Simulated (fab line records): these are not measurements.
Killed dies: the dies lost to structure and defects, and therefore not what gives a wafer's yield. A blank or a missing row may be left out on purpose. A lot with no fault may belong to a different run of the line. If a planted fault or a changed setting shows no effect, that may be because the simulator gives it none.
Matching of chambers || flow nand-harc || NHARC_A_SGD_CUT_ETCHBACK_24 on rie-diel-08 has 4 sister chambers
The step etches the open film in CH3F/O2, target depth 50 nm, time 92.857 s. 4 wafers are shown with their chamber, then 7 later ones without.

## EACH WAFER AND ITS CHAMBER
{"wafer": "L503.3", "chamber": 2, "drypump-motor-current-A (A)": 6.3}
{"wafer": "L507.1", "chamber": 1, "drypump-motor-current-A (A)": 5.1}
{"wafer": "L514.1", "chamber": 0, "drypump-motor-current-A (A)": 5.9}
{"wafer": "L514.2", "chamber": 3, "drypump-motor-current-A (A)": 6.3}

## WAFERS WITH NO CHAMBER GIVEN
{"wafer": "L514.5", "drypump-motor-current-A (A)": 5.2}
{"wafer": "L519.1", "drypump-motor-current-A (A)": 6.3}
{"wafer": "L519.4", "drypump-motor-current-A (A)": 5.1}
{"wafer": "L519.6", "drypump-motor-current-A (A)": 6.0}
{"wafer": "L520.1", "drypump-motor-current-A (A)": 6.3}
{"wafer": "L520.3", "drypump-motor-current-A (A)": 6.3}
{"wafer": "L520.6", "drypump-motor-current-A (A)": 6.4}

## WHICH CHAMBER EACH WENT THROUGH
{"wafer": "L514.5", "from the rows above": 1, "in truth": 1}
{"wafer": "L519.1", "from the rows above": "can't be placed: 2 or 3", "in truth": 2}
{"wafer": "L519.4", "from the rows above": 1, "in truth": 1}
{"wafer": "L519.6", "from the rows above": 0, "in truth": 0}
{"wafer": "L520.1", "from the rows above": "can't be placed: 2 or 3", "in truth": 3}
{"wafer": "L520.3", "from the rows above": "can't be placed: 2 or 3", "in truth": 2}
{"wafer": "L520.6", "from the rows above": "can't be placed: 2 or 3", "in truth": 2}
Correct placement for 3 of the 7. Cannot be placed on the basis of these rows: 4; the candidates contain the true chamber in 4. 0 placed wrongly.
How it was worked out, from the rows above alone: a wafer's distance from a chamber is the root of the sum, over the readings, of the square of ((its reading less the chamber's mean) divided by the reading's scatter). If the next closest chamber is less than 2 further off than the closest, the wafer can't be placed; otherwise it belongs to the closest. Each chamber's mean is taken over the wafers shown for it. The scatter: with one shown wafer a chamber, the root of the mean of the squares of how far each hidden wafer lies from its nearest shown one.
